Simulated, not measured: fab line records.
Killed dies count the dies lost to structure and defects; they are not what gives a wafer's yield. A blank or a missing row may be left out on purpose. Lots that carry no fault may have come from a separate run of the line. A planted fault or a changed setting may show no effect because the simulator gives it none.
fab line records + flow n5Finfet
record:
- lots: 7
- wafers: 21
route steps=1938 shown BEOL_M14@1723 BEOL_M15@1801 TV_LITHO@1879 PASSIVATION@1929
startH: hours from the record's opening day to when the first of the lot's shown wafers began + waitH: hours since the lot's step before + " unchanged from the row above + L1.1+2: several wafers, shown together as one row + - no value, or no start given + * or withheld: withheld + < > ~ a bound
route shown NAME@n: names a module that has steps shown in the file, with the first one's number in the route + usual: mean/standard deviation of fault-free wafers + same: alike in all rows + chamber/n: place in a boat + sites: readings site by site + _std_site: the values' standard deviation + _edge_site: outer sites' mean less inner sites' + radiusMm: for every site, how far away it sits from the centre of the wafer + mask NAME#n: copy n + behind: the tool/chamber that last shaped the wafer + hold: why the lot went on hold/how many hours it stayed there/how the hold came to an end + device: the transistor (n, p or np) that didn't switch + end of line: the same wafers' tests at the end of the route + a step without rows: its recipe alone + killed: not the wafer's yield, but the dies lost to structure and defects at the first sort + map: a wafer's dies, x killed, . not, _ none there
set.NAME: the setting as run; set.NAME@STEP: as run at that earlier step + model.NAME: the simulator's own value behind a step, which no gauge read
one table per step and one row per wafer, for lots whose settings were changed on purpose
== steps ==
step: N5_BEOL_M14_PEB_08
recipe:
- pebTempC: 130
- pebTimeS: 90
| lot.wafer  | tool          | chamber | startH | waitH | set.pebTempC |
|------------|---------------|---------|--------|-------|--------------|
| L077.1+2+6 | lithoTrack-05 | 0       | 251.45 | 0.1   | 130          |
| L079.2     | lithoTrack-02 | 0       | 267.20 | 0.0   | 130          |
| L079.4+6   | "             | 0       | "      | "     | 133.7        |
| L080.3     | lithoTrack-05 | 0       | 282.31 | 0.0   | 131.5        |
| L080.4+6   | "             | 0       | "      | "     | 130          |
| L081.1+2+3 | lithoTrack-02 | 0       | 286.98 | 0.1   | 130          |
| L083.1+6   | lithoTrack-05 | 0       | 294.69 | 0.1   | 130          |
| L083.3     | "             | 0       | "      | "     | 126.8        |
| L085.2+4+6 | lithoTrack-05 | 0       | 311.81 | 0.0   | 130          |
| L096.4+5+6 | lithoTrack-04 | 0       | 393.55 | 0.0   | 130          |
step: N5_BEOL_M14_DEVELOP_09
recipe:
- developTimeS: 45
- rinseLiquid: diw
- dry: airSpin
- devTempC: 21
step: N5_BEOL_M14_HARDBAKE_14
recipe:
- tempC: 130
- timeS: 120
step: N5_BEOL_M14_CD_MEAS_10
recipe:
- targetCdNm: 250
- landingEnergyEv: 500
- detector: seInlens
- polarity: opening
usual:
- cdNm: 249.3/1.6
| lot.wafer | tool     | chamber | startH | waitH | set.pebTempC@BEOL_M14_PEB_08 | cdNm  |
|-----------|----------|---------|--------|-------|------------------------------|-------|
| L077.1    | cdSem-03 | 0       | 251.57 | -     | 130                          | 245.9 |
| L077.2    | "        | 0       | "      | "     | 130                          | 248.7 |
| L077.6    | "        | 0       | "      | "     | 130                          | 250.4 |
| L079.2    | cdSem-02 | 0       | 267.32 | -     | 130                          | 248.3 |
| L079.4    | "        | 0       | "      | "     | 133.7                        | 264.3 |
| L079.6    | "        | 0       | "      | "     | 133.7                        | 266.3 |
| L080.3    | cdSem-03 | 0       | 282.43 | -     | 131.5                        | 258.0 |
| L080.4    | "        | 0       | "      | "     | 130                          | 240.9 |
| L080.6    | "        | 0       | "      | "     | 130                          | 252.5 |
| L081.1    | cdSem-02 | 0       | 287.10 | -     | 130                          | 250.2 |
| L081.2    | "        | 0       | "      | "     | 130                          | 252.1 |
| L081.3    | "        | 0       | "      | "     | 130                          | 251.0 |
| L083.1    | cdSem-01 | 0       | 294.80 | -     | 130                          | 252.9 |
| L083.3    | "        | 0       | "      | "     | 126.8                        | 234.4 |
| L083.6    | "        | 0       | "      | "     | 130                          | 250.8 |
| L085.2    | cdSem-01 | 0       | 311.92 | -     | 130                          | 238.6 |
| L085.4    | "        | 0       | "      | "     | 130                          | 250.7 |
| L085.6    | "        | 0       | "      | "     | 130                          | 242.6 |
| L096.4    | cdSem-02 | 0       | 393.67 | -     | 130                          | 247.9 |
| L096.5    | "        | 0       | "      | "     | 130                          | 250.0 |
| L096.6    | "        | 0       | "      | "     | 130                          | 247.4 |
step: N5_BEOL_M14_DEP_53
recipe:
- material: SiCN
- targetThkA: 500
- tempC: withheld
- precursor: 3MS/NH3
- pressureTorr: 3
- rfW: 675
- timeS: 17.8
| lot.wafer | tool     | chamber | startH | waitH | set.timeS | model.SiCN_of_BEOL_M14_DEP_53.thkNm |
|-----------|----------|---------|--------|-------|-----------|-------------------------------------|
| L077.1    | pecvd-01 | 2       | 258.20 | 0.0   | 15.5      | 43.6                                |
| L077.2    | "        | 0       | "      | "     | 17.8      | 50.4                                |
| L077.6    | "        | 1       | "      | "     | 15.5      | 44.6                                |
| L079.2    | pecvd-04 | 1       | 272.24 | 0.0   | 19.15     | 53.2                                |
| L079.4    | "        | 2       | "      | "     | 19.15     | 54.6                                |
| L079.6    | "        | 1       | "      | "     | 17.8      | 51                                  |
| L080.3    | pecvd-01 | 2       | 286.37 | 0.0   | 17.8      | 49.6                                |
| L080.4    | "        | 2       | "      | "     | 17.8      | 50.6                                |
| L080.6    | "        | 1       | "      | "     | 17.8      | 50.8                                |
| L081.1    | pecvd-04 | 0       | 292.56 | 0.1   | 17.8      | 50.4                                |
| L081.2    | "        | 0       | "      | "     | 17.8      | 51                                  |
| L081.3    | "        | 0       | "      | "     | 17        | 48.4                                |
| L083.1    | pecvd-01 | 1       | 307.43 | 0.0   | 20.35     | 57                                  |
| L083.3    | "        | 0       | "      | "     | 17.8      | 49.8                                |
| L083.6    | "        | 0       | "      | "     | 20.35     | 57.8                                |
| L085.2    | pecvd-04 | 2       | 318.59 | 0.0   | 17.8      | 50                                  |
| L085.4    | "        | 0       | "      | "     | 20.31     | 57                                  |
| L085.6    | "        | 1       | "      | "     | 20.31     | 56.6                                |
| L096.4+6  | pecvd-04 | 2       | 399.29 | 0.0   | 17.8      | 50                                  |
| L096.5    | "        | 0       | "      | "     | 17.8      | 49.8                                |
step: N5_BEOL_M15_PEB_26
recipe:
- pebTempC: 130
- pebTimeS: 90
| lot.wafer  | tool          | chamber | startH | waitH | set.pebTempC |
|------------|---------------|---------|--------|-------|--------------|
| L077.1     | lithoTrack-05 | 0       | 260.35 | 0.1   | 130          |
| L077.2+6   | "             | 0       | "      | "     | 132.4        |
| L079.2+4   | lithoTrack-03 | 0       | 274.88 | 0.0   | 128.6        |
| L079.6     | "             | 0       | "      | "     | 130          |
| L080.3+4+6 | lithoTrack-03 | 0       | 288.40 | 0.0   | 130          |
| L081.1     | lithoTrack-03 | 0       | 294.92 | 0.1   | 133.6        |
| L081.2+3   | "             | 0       | "      | "     | 130          |
| L083.1     | lithoTrack-01 | 0       | 309.59 | 0.1   | 130          |
| L083.3+6   | "             | 0       | "      | "     | 132.1        |
| L085.2+4   | lithoTrack-03 | 0       | 320.94 | 0.0   | 127.9        |
| L085.6     | "             | 0       | "      | "     | 130          |
| L096.4+5+6 | lithoTrack-03 | 0       | 401.44 | 0.0   | 130          |
step: N5_BEOL_M15_DEVELOP_27
recipe:
- developTimeS: 45
- rinseLiquid: diw
- dry: airSpin
- devTempC: 21
step: N5_BEOL_M15_HARDBAKE_32
recipe:
- tempC: 130
- timeS: 120
step: N5_BEOL_M15_CD_MEAS_28
recipe:
- targetCdNm: 407.6
- landingEnergyEv: 500
- detector: seInlens
usual:
- cdNm: 408.5/2.2
| lot.wafer | tool     | chamber | startH | waitH | set.pebTempC@BEOL_M15_PEB_26 | cdNm  |
|-----------|----------|---------|--------|-------|------------------------------|-------|
| L077.1    | cdSem-03 | 0       | 260.47 | -     | 130                          | 406.0 |
| L077.2    | "        | 0       | "      | "     | 132.4                        | 414.3 |
| L077.6    | "        | 0       | "      | "     | 132.4                        | 415.4 |
| L079.2    | cdSem-02 | 0       | 275.00 | -     | 128.6                        | 400.4 |
| L079.4    | "        | 0       | "      | "     | 128.6                        | 401.5 |
| L079.6    | "        | 0       | "      | "     | 130                          | 406.1 |
| L080.3    | cdSem-02 | 0       | 288.51 | -     | 130                          | 405.7 |
| L080.4    | "        | 0       | "      | "     | 130                          | 408.4 |
| L080.6    | "        | 0       | "      | "     | 130                          | 409.3 |
| L081.1    | cdSem-02 | 0       | 295.04 | -     | 133.6                        | 424.2 |
| L081.2    | "        | 0       | "      | "     | 130                          | 411.9 |
| L081.3    | "        | 0       | "      | "     | 130                          | 411.3 |
| L083.1    | cdSem-01 | 0       | 309.71 | -     | 130                          | 407.5 |
| L083.3    | "        | 0       | "      | "     | 132.1                        | 415.9 |
| L083.6    | "        | 0       | "      | "     | 132.1                        | 413.8 |
| L085.2    | cdSem-02 | 0       | 321.05 | -     | 127.9                        | 401.2 |
| L085.4    | "        | 0       | "      | "     | 127.9                        | 401.6 |
| L085.6    | "        | 0       | "      | "     | 130                          | 410.6 |
| L096.4    | cdSem-03 | 0       | 401.56 | -     | 130                          | 412.8 |
| L096.5    | "        | 0       | "      | "     | 130                          | 411.1 |
| L096.6    | "        | 0       | "      | "     | 130                          | 412.8 |
step: N5_BEOL_M15_DESCUM_33
recipe:
- chemistry: O2
- timeS: 7.9
- sourcePowerW: 50
- biasPowerW: 20
- pressureMtorr: 20
- rfFrequencyHz: 2.712e+07
- tempC: 40
- o2FlowSccm: 225
| lot.wafer | tool       | chamber | startH | waitH | set.timeS | set.pebTempC@BEOL_M15_PEB_26 | model.BEOL_M15.cdNm |
|-----------|------------|---------|--------|-------|-----------|------------------------------|---------------------|
| L077.1    | rieDiel-05 | 1       | 260.56 | 0.0   | 7.9       | 130                          | 405.4               |
| L077.2    | "          | 3       | "      | "     | 7.9       | 132.4                        | 414                 |
| L077.6    | "          | 0       | "      | "     | 7.9       | 132.4                        | 415.2               |
| L079.2    | rieDiel-04 | 1       | 275.08 | 0.0   | 7.9       | 128.6                        | 400.4               |
| L079.4    | "          | 3       | "      | "     | 7.9       | 128.6                        | 401.4               |
| L079.6    | "          | 1       | "      | "     | 7.9       | 130                          | 406                 |
| L080.3    | rieDiel-04 | 3       | 288.60 | 0.0   | 6.496     | 130                          | 405.4               |
| L080.4    | "          | 0       | "      | "     | 6.496     | 130                          | 408.4               |
| L080.6    | "          | 1       | "      | "     | 7.9       | 130                          | 409.2               |
| L081.1    | rieDiel-03 | 3       | 295.18 | 0.1   | 7.9       | 133.6                        | 424.4               |
| L081.2    | "          | 2       | "      | "     | 6.773     | 130                          | 411.4               |
| L081.3    | "          | 0       | "      | "     | 7.9       | 130                          | 411.6               |
| L083.1    | rieDiel-04 | 0       | 309.79 | 0.0   | 7.9       | 130                          | 407.2               |
| L083.3    | "          | 3       | "      | "     | 8.876     | 132.1                        | 415.8               |
| L083.6    | "          | 2       | "      | "     | 7.9       | 132.1                        | 413.8               |
| L085.2    | rieDiel-05 | 1       | 321.14 | 0.0   | 7.386     | 127.9                        | 401                 |
| L085.4    | "          | 0       | "      | "     | 7.386     | 127.9                        | 401.4               |
| L085.6    | "          | 1       | "      | "     | 7.9       | 130                          | 410.4               |
| L096.4    | rieDiel-05 | 1       | 401.64 | 0.0   | 7.9       | 130                          | 412.2               |
| L096.5    | "          | 0       | "      | "     | 7.9       | 130                          | 411.2               |
| L096.6    | "          | 1       | "      | "     | 7.9       | 130                          | 412.8               |
step: N5_BEOL_M15_ETCH_61
recipe:
- chemistry: N2/H2
- target: BARC
- targetDepthA: 890
- overetchA: 267
- timeS: 67.9
- ionEnergyEv: 200
- pressureMtorr: 30
- sourceW: 840
- biasW: 150
- n2FlowSccm: 200
- h2FlowSccm: 200
| lot.wafer | tool       | chamber | startH | waitH | set.pebTempC@BEOL_M15_PEB_26 | model.BEOL_M15.cdNm |
|-----------|------------|---------|--------|-------|------------------------------|---------------------|
| L077.1    | rieDiel-05 | 1       | 260.59 | 0.0   | 130                          | 397.2               |
| L077.2    | "          | 3       | "      | "     | 132.4                        | 406.2               |
| L077.6    | "          | 0       | "      | "     | 132.4                        | 407.2               |
| L079.2    | rieDiel-04 | 1       | 275.12 | 0.0   | 128.6                        | 393.6               |
| L079.4    | "          | 3       | "      | "     | 128.6                        | 394                 |
| L079.6    | "          | 1       | "      | "     | 130                          | 399                 |
| L080.3    | rieDiel-04 | 3       | 288.64 | 0.0   | 130                          | 397.6               |
| L080.4    | "          | 0       | "      | "     | 130                          | 401.6               |
| L080.6    | "          | 1       | "      | "     | 130                          | 401.8               |
| L081.1    | rieDiel-03 | 3       | 295.21 | 0.0   | 133.6                        | 417                 |
| L081.2    | "          | 2       | "      | "     | 130                          | 404.4               |
| L081.3    | "          | 0       | "      | "     | 130                          | 405                 |
| L083.1    | rieDiel-04 | 2       | 309.83 | 0.0   | 130                          | 399.6               |
| L083.3    | "          | 0       | "      | "     | 132.1                        | 409.2               |
| L083.6    | "          | 0       | "      | "     | 132.1                        | 406.4               |
| L085.2    | rieDiel-05 | 1       | 321.18 | 0.0   | 127.9                        | 393.8               |
| L085.4    | "          | 0       | "      | "     | 127.9                        | 393.4               |
| L085.6    | "          | 1       | "      | "     | 130                          | 402.4               |
| L096.4    | rieDiel-05 | 1       | 401.68 | 0.0   | 130                          | 404.4               |
| L096.5    | "          | 0       | "      | "     | 130                          | 403.8               |
| L096.6    | "          | 1       | "      | "     | 130                          | 404.6               |
step: N5_PASSIVATION_EXPOSE_07
recipe:
- maskId: TV
- na: 0.55
- sourceShape: conventional
- sigmaOuter: 0.8
- polarization: unpolarized
- defocusNm: 0
- targetCdNm: 3000
- doseMj: 22.75
| lot.wafer  | tool          | chamber | startH | waitH | mask | set.doseMj |
|------------|---------------|---------|--------|-------|------|------------|
| L077.1+2+6 | krfScanner-02 | 0       | 272.99 | -     | TV#0 | 22.75      |
| L079.2+4+6 | krfScanner-01 | 0       | 290.22 | -     | TV#0 | 22.75      |
| L080.3     | krfScanner-01 | 0       | 306.80 | -     | TV#0 | 22.75      |
| L080.4+6   | "             | 0       | "      | "     | TV#0 | 21.44      |
| L081.1+2+3 | krfScanner-02 | 0       | 307.18 | -     | TV#0 | 21.74      |
| L083.1     | krfScanner-01 | 0       | 320.28 | -     | TV#0 | 21.05      |
| L083.3+6   | "             | 0       | "      | "     | TV#0 | 22.75      |
| L085.2+4+6 | krfScanner-02 | 0       | 332.13 | -     | TV#0 | 22.11      |
| L096.4+5+6 | krfScanner-02 | 0       | 410.29 | -     | TV#0 | 22.75      |
step: N5_PASSIVATION_PEB_08
recipe:
- pebTempC: withheld
- pebTimeS: *
| lot.wafer  | tool          | chamber | startH | waitH | set.pebTimeS |
|------------|---------------|---------|--------|-------|--------------|
| L077.1+2+6 | lithoTrack-03 | 0       | 273.05 | 0.1   | *            |
| L079.2+6   | lithoTrack-01 | 0       | 290.28 | 0.0   | *            |
| L079.4     | "             | 0       | "      | "     | *            |
| L080.3     | lithoTrack-03 | 0       | 306.85 | 0.0   | *            |
| L080.4+6   | "             | 0       | "      | "     | *            |
| L081.1     | lithoTrack-03 | 0       | 307.24 | 0.1   | *            |
| L081.2+3   | "             | 0       | "      | "     | *            |
| L083.1+3+6 | lithoTrack-01 | 0       | 320.34 | 0.1   | *            |
| L085.2     | lithoTrack-01 | 0       | 332.18 | 0.0   | *            |
| L085.4+6   | "             | 0       | "      | "     | *            |
| L096.4+5+6 | lithoTrack-04 | 0       | 410.33 | 0.0   | *            |
step: N5_PASSIVATION_DEVELOP_09
recipe:
- developTimeS: 60
- rinseLiquid: diw
- dry: airSpin
- devTempC: 21
step: N5_PASSIVATION_HARDBAKE_11
recipe:
- tempC: 130
- timeS: 120
step: N5_PASSIVATION_CD_MEAS_10
recipe:
- targetCdNm: 3000
- landingEnergyEv: 500
- detector: seInlens
usual:
- cdNm: 2999.6/2.4
| lot.wafer | tool     | chamber | startH | waitH | set.doseMj@PASSIVATION_EXPOSE_07 | set.pebTimeS@PASSIVATION_PEB_08 | cdNm   |
|-----------|----------|---------|--------|-------|----------------------------------|---------------------------------|--------|
| L077.1    | cdSem-03 | 0       | 273.17 | -     | 22.75                            | *                               | 3005.9 |
| L077.2    | "        | 0       | "      | "     | 22.75                            | *                               | 3001.0 |
| L077.6    | "        | 0       | "      | "     | 22.75                            | *                               | 3003.0 |
| L079.2    | cdSem-02 | 0       | 290.40 | -     | 22.75                            | *                               | 2998.3 |
| L079.4    | "        | 0       | "      | "     | 22.75                            | *                               | 3000.8 |
| L079.6    | "        | 0       | "      | "     | 22.75                            | *                               | 2998.4 |
| L080.3    | cdSem-01 | 0       | 306.97 | -     | 22.75                            | *                               | 3001.3 |
| L080.4    | "        | 0       | "      | "     | 21.44                            | *                               | 2983.9 |
| L080.6    | "        | 0       | "      | "     | 21.44                            | *                               | 2981.7 |
| L081.1    | cdSem-03 | 0       | 307.36 | -     | 21.74                            | *                               | 2994.8 |
| L081.2    | "        | 0       | "      | "     | 21.74                            | *                               | 2990.4 |
| L081.3    | "        | 0       | "      | "     | 21.74                            | *                               | 2989.9 |
| L083.1    | cdSem-03 | 0       | 320.45 | -     | 21.05                            | *                               | 2981.6 |
| L083.3    | "        | 0       | "      | "     | 22.75                            | *                               | 2995.6 |
| L083.6    | "        | 0       | "      | "     | 22.75                            | *                               | 2997.6 |
| L085.2    | cdSem-01 | 0       | 332.30 | -     | 22.11                            | *                               | 2992.9 |
| L085.4    | "        | 0       | "      | "     | 22.11                            | *                               | 2984.4 |
| L085.6    | "        | 0       | "      | "     | 22.11                            | *                               | 2985.4 |
| L096.4    | cdSem-01 | 0       | 410.46 | -     | 22.75                            | *                               | 2997.5 |
| L096.5    | "        | 0       | "      | "     | 22.75                            | *                               | 2995.8 |
| L096.6    | "        | 0       | "      | "     | 22.75                            | *                               | 2996.4 |
step: N5_PASSIVATION_DESCUM_12
recipe:
- chemistry: O2
- timeS: 7.9
- sourcePowerW: 50
- biasPowerW: 20
- pressureMtorr: 20
- rfFrequencyHz: 2.712e+07
- tempC: 40
- o2FlowSccm: 225
| lot.wafer | tool       | chamber | startH | waitH | set.doseMj@PASSIVATION_EXPOSE_07 | set.pebTimeS@PASSIVATION_PEB_08 | model.TV_LITHO.cdNm |
|-----------|------------|---------|--------|-------|----------------------------------|---------------------------------|---------------------|
| L077.1    | rieDiel-04 | 0       | 273.45 | 0.2   | 22.75                            | *                               | 3006                |
| L077.2    | "          | 3       | "      | "     | 22.75                            | *                               | 3001                |
| L077.6    | "          | 3       | "      | "     | 22.75                            | *                               | 3003                |
| L079.2    | rieDiel-04 | 0       | 290.48 | 0.0   | 22.75                            | *                               | 2998                |
| L079.4    | "          | 2       | "      | "     | 22.75                            | *                               | 3001                |
| L079.6    | "          | 2       | "      | "     | 22.75                            | *                               | 2999                |
| L080.3    | rieDiel-05 | 2       | 307.05 | 0.0   | 22.75                            | *                               | 3001                |
| L080.4    | "          | 3       | "      | "     | 21.44                            | *                               | 2984                |
| L080.6    | "          | 1       | "      | "     | 21.44                            | *                               | 2982                |
| L081.1    | rieDiel-04 | 0       | 307.45 | 0.0   | 21.74                            | *                               | 2995                |
| L081.2+3  | "          | 1,2     | "      | "     | 21.74                            | *                               | 2990                |
| L083.1    | rieDiel-05 | 1       | 320.55 | 0.0   | 21.05                            | *                               | 2982                |
| L083.3    | "          | 0       | "      | "     | 22.75                            | *                               | 2996                |
| L083.6    | "          | 2       | "      | "     | 22.75                            | *                               | 2997                |
| L085.2    | rieDiel-05 | 1       | 332.39 | 0.0   | 22.11                            | *                               | 2993                |
| L085.4    | "          | 2       | "      | "     | 22.11                            | *                               | 2984                |
| L085.6    | "          | 3       | "      | "     | 22.11                            | *                               | 2985                |
| L096.4    | rieDiel-03 | 0       | 410.54 | 0.0   | 22.75                            | *                               | 2998                |
| L096.5+6  | "          | 1,0     | "      | "     | 22.75                            | *                               | 2996                |
step: N5_PASSIVATION_PASS_ETCH_47
recipe:
- chemistry: CF4/O2
- target: SiNx
- targetDepthA: 7700
- timeS: 385
- ionEnergyEv: 100
- pressureMtorr: 40
- sourceW: 535
- biasW: 49
- Ar_flow_sccm: 100
- cf4FlowSccm: 100
- O2_flow_sccm: 10
| lot.wafer | tool       | chamber | startH | waitH | set.timeS | model.etch.depthNm |
|-----------|------------|---------|--------|-------|-----------|--------------------|
| L077.1    | rieDiel-02 | 0       | 276.90 | 0.0   | 385       | 763.1              |
| L077.2    | "          | 2       | "      | "     | 385       | 803.8              |
| L077.6    | "          | 0       | "      | "     | 385       | 770.3              |
| L079.2    | rieDiel-02 | 0       | 294.51 | 0.0   | 385       | 757.8              |
| L079.4    | "          | 3       | "      | "     | 469.7     | 925.7              |
| L079.6    | "          | 3       | "      | "     | 469.7     | 927.4              |
| L080.3    | rieDiel-02 | 3       | 310.35 | 0.0   | 385       | 756.8              |
| L080.4    | "          | 0       | "      | "     | 407       | 809.2              |
| L080.6    | "          | 2       | "      | "     | 385       | 793.4              |
| L081.1    | rieDiel-01 | 2       | 311.33 | 0.0   | 385       | 777                |
| L081.2    | "          | 0       | "      | "     | 441.5     | 900.6              |
| L081.3    | "          | 1       | "      | "     | 385       | 754.2              |
| L083.1    | rieDiel-06 | 1       | 324.24 | 0.0   | 385       | 740.6              |
| L083.3    | "          | 2       | "      | "     | 385       | 776.7              |
| L083.6    | "          | 0       | "      | "     | 436.8     | 880.2              |
| L085.2    | rieDiel-02 | 2       | 335.81 | 0.0   | 385       | 812.9              |
| L085.4    | "          | 3       | "      | "     | 444.7     | 897.2              |
| L085.6    | "          | 1       | "      | "     | 385       | 782.2              |
| L096.4    | rieDiel-06 | 0       | 414.56 | 0.0   | 385       | 783.4              |
| L096.5    | "          | 3       | "      | "     | 385       | 780.4              |
| L096.6    | "          | 0       | "      | "     | 385       | 771.7              |
== key ==
split:
- step: N5_BEOL_M14_PEB_08
- setting: pebTempC
- stated: 130
- by: wafer
response:
- step: N5_BEOL_M14_CD_MEAS_10
- reading: cdNm
- change: +6.72
- per: 1%
- r: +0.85
split:
- step: N5_BEOL_M14_DEP_53
- setting: timeS
- stated: 17.8
- by: wafer
response:
- step: N5_BEOL_M14_DEP_53
- reading: model.SiCN_of_BEOL_M14_DEP_53.thkNm
- change: +0.491
- per: 1%
- r: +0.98
split:
- step: N5_BEOL_M15_PEB_26
- setting: pebTempC
- stated: 130
- by: wafer
response:
- step: N5_BEOL_M15_CD_MEAS_28
- reading: cdNm
- change: +4.78
- per: 1%
- r: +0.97
response:
- step: N5_BEOL_M15_DESCUM_33
- reading: model.BEOL_M15.cdNm
- change: +4.89
- per: 1%
- r: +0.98
response:
- step: N5_BEOL_M15_ETCH_61
- reading: model.BEOL_M15.cdNm
- change: +4.85
- per: 1%
- r: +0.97
split:
- step: N5_BEOL_M15_DESCUM_33
- setting: timeS
- stated: 7.9
- by: wafer
response none clear
split:
- step: N5_PASSIVATION_EXPOSE_07
- setting: doseMj
- stated: 22.75
- by: wafer
response:
- step: N5_PASSIVATION_CD_MEAS_10
- reading: cdNm
- change: +2.45
- per: 1%
- r: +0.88
response:
- step: N5_PASSIVATION_DESCUM_12
- reading: model.TV_LITHO.cdNm
- change: +2.48
- per: 1%
- r: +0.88
split:
- step: N5_PASSIVATION_PEB_08
- setting: pebTimeS
- stated: *
- by: wafer
response:
- step: N5_PASSIVATION_CD_MEAS_10
- reading: cdNm
- slope: +0.36
- per: 1%
- togetherWith: doseMj@PASSIVATION_EXPOSE_07
- explained: 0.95
response:
- step: N5_PASSIVATION_DESCUM_12
- reading: model.TV_LITHO.cdNm
- slope: +0.369
- per: 1%
- togetherWith: doseMj@PASSIVATION_EXPOSE_07
- explained: 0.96
split:
- step: N5_PASSIVATION_PASS_ETCH_47
- setting: timeS
- stated: 385
- by: wafer
response:
- step: N5_PASSIVATION_PASS_ETCH_47
- reading: model.etch.depthNm
- change: +7.86
- per: 1%
- r: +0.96
